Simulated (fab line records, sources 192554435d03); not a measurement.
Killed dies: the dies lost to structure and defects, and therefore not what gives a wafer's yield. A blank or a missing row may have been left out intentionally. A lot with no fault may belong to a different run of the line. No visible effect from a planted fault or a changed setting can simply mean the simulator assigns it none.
A struck lot beside a sound one -- flow n5_finfet -- 37 steps out of a route of 1938
Sound: the wafers L332.2, L332.5, L332.6. Struck: wafers L327.2, L327.4 (left out: L327.1, a lot-mate that was not struck); the cause follows at the end.
Each step with rows lists, per side, the tool, then ch with its chambers, then its first start. Under that, the readings that differ: sound wafers -- struck wafers -- difference of the means -- sigmas: that difference in standard deviations of wafers without a fault.
alike: readings with means less than 2 such deviations apart, plus words and numbers identical on both sides. not compared: withheld readings, readings lacking a value on some wafer, bounds such as >300 that could conceal the same value, and numbers that have no deviation in the record and whose values overlap.
The two part at a step that has a row with sigmas, a row that says differs or no value, or rows on one side only. Numbers that don't overlap but have no deviation are shown without sigmas and don't part them. A reading that every wafer of one side lacks parts them only if that side has two wafers or more.

first, 9 steps without rows for these wafers: N5_MOL_CONTACT_COAG_PRECLEAN_127 (cleans in DIW, time 57.5 s); N5_MOL_CONTACT_COAG_SRD_128 (dry time 32 s); N5_MOL_CONTACT_COAG_CMP_52 (polishes, stops on SiO2, t overpolish 1.5 s, target thk 66.5 nm); N5_MOL_CONTACT_COAG_ANNEAL_112 (time 1800 s); N5_BEOL_M0_SAQP_PECVD_00 (deposits SiCN from 3MS/NH3, target thk 8 nm, time 14 s); N5_BEOL_M0_SAQP_ILD_DEP_01 (deposits SiOC from DEMS/O2, target thk 45.419 nm, time 8.7 s); N5_BEOL_M0_SAQP_HM_DEP_02 (deposits TiN, target thk 12 nm); N5_BEOL_M0_SAQP_PECVD_03 (deposits SiCN from 3MS/NH3, target thk 12 nm, time 21.1 s); N5_BEOL_M0_SAQP_PECVD_96 (deposits a-Si from SiH4/He, target thk 45 nm, time 45.2 s).
N5_BEOL_M0_SAQP_PECVD_97: deposits SiNx from SiH4/NH3/N2, target thk 23 nm, time 19.9 s.
  sound on pecvd-01 ch 1,2, day 10 08:21; struck on pecvd-02 ch 1,2, day 9 07:23
reading,sound,struck,difference,sigmas
model.SiNx_of_BEOL_M0_SAQP_PECVD_97.thk_nm (nm),22.8 22.8 23,21.2 21.6,-1.5,
  alike: heater_power_w, showerhead_plenum_p_Torr, throttle_valve_pct
then, 24 steps without rows for these wafers: N5_BEOL_M0_SAQP_PECVD_04 (deposits a-Si from SiH4/He, target thk 60 nm, time 60.2 s); N5_BEOL_M0_SAQP_HM_DEP_111 (deposits SiO2 from SiH4/N2O, target thk 12 nm, time 7.2 s); N5_BEOL_M0_SAQP_COAT_81 (time 60 s, resist thk 100 nm); N5_BEOL_M0_SAQP_COAT_82 (time 60 s, resist thk 30 nm); N5_BEOL_M0_SAQP_COAT_08 (resist thk 90 nm); N5_BEOL_M0_SAQP_EBR_10; N5_BEOL_M0_SAQP_SOFTBAKE_09 (time 60 s); N5_BEOL_M0_SAQP_EXPOSE_11 (exposes mask M0 CORE, target cd 42 nm); N5_BEOL_M0_SAQP_PEB_12 (peb time 60 s); N5_BEOL_M0_SAQP_DEVELOP_13 (develop time 30 s); N5_BEOL_M0_SAQP_DESCUM_19 (chemistry O2, time 7.9 s); N5_BEOL_M0_SAQP_ETCH_83 (etches SiARC in CF4, target depth 39 nm, time 65 s); N5_BEOL_M0_SAQP_ETCH_84 (etches SOC in N2/H2, target depth 100 nm, overetch 20 nm, time 150 s); N5_BEOL_M0_SAQP_STRIP_80 (strips in N2/H2); N5_BEOL_M0_SAQP_HM_OPEN_112 (chemistry CHF3/O2, target SiO2, stops on a-Si, target depth 12 nm, time 13.5 s); N5_BEOL_M0_SAQP_STRIP_113 (strips in CHF3/O2); N5_BEOL_M0_SAQP_MANDREL_ETCH_20 (etches a-Si in HBr/Cl2, stops on SiNx, target depth 60 nm, bt time 10 s, time 30 s); N5_BEOL_M0_SAQP_STRIP_86 (strips in N2/H2); N5_BEOL_M0_SAQP_STRIP_115 (strips in post etch residue remover, time 60 s); N5_BEOL_M0_SAQP_SRD_93 (time 30 s); N5_BEOL_M0_SAQP_RECESS_114 (chemistry HF/NH3, target SiO2, target depth 14.4 nm, afs cycles 3, sublimation time 60 s); N5_BEOL_M0_SAQP_SPACER1_ALD_98 (deposits SiO2, target thk 12.8 nm, pulse time 1 s, purge time 2 s); N5_BEOL_M0_SAQP_SPACER1_ETCHBACK_99 (etches SiO2 in CHF3/O2, target depth 15.4 nm, time 7.7 s); N5_BEOL_M0_SAQP_MANDREL1_REMOVE_100 (chemistry HBr/Cl2/O2, target a-Si, stops on SiNx, bt time 10 s).
N5_BEOL_M0_SAQP_ETCH_106: etches SOC in N2/H2, stops on SiNx, target depth 150 nm.
  sound on rie_diel-04 ch 0,1,2, day 10 11:25; struck on rie_diel-03 ch 0,2, day 9 10:31
reading,sound,struck,difference,sigmas
model.SiNx_of_BEOL_M0_SAQP_PECVD_97.thk_nm (nm),15.2 15.2 15.4,13.4 14,-1.6,
  alike: chamber_pressure_mTorr, drypump_motor_current_A, oes_product_au, rf_vpp_V, showerhead_plenum_p_Torr, throttle_valve_pct
  not compared: rf_hours_counter_h
-- here the record skips 3 days between the struck wafers' starts before and after, leaving off in module BEOL_M0_SAQP and picking up in module BEOL_M4 (first step shown: number 1111 of the route) --
N5_BEOL_M4_RC_MEAS_101:
  sound on prober-02 ch 0, day 13 05:23; struck on prober-02 ch 0, day 12 03:23
reading,sound,struck,difference,sigmas
SS_P (mV/dec),75.4 74.3 74.3,73.0 73.4,-1.5,-3
  alike: DIBL_N, DIBL_P, IOFF_N, IOFF_P, ION_N, ION_P, SS_N, VT_N, VT_P
-- here the record skips 4 days between the struck wafers' starts before and after, leaving off in module BEOL_M4 and picking up in module PASSIVATION (first step shown: number 1936 of the route) --
N5_PASSIVATION_PROBE_49:
  struck on prober-01, day 16 15:06; sound on prober-02, day 17 10:17
reading,sound,struck,difference,sigmas
killed_short,53 51 38,31 24,-20,-3
  alike: defect_limited_yield, killed_at_M0_to_M3, killed_at_M4_up, killed_at_contacts, killed_at_front_end, killed_at_other, killed_dies, killed_open, sort_bin_5_function, sort_bin_6_memory, sort_n_pass, sort_yield_pct

== WHERE THEY PART ==
First at N5_BEOL_M4_RC_MEAS_101; last, within this record, at N5_PASSIVATION_PROBE_49.

WHY: what the simulator had put in
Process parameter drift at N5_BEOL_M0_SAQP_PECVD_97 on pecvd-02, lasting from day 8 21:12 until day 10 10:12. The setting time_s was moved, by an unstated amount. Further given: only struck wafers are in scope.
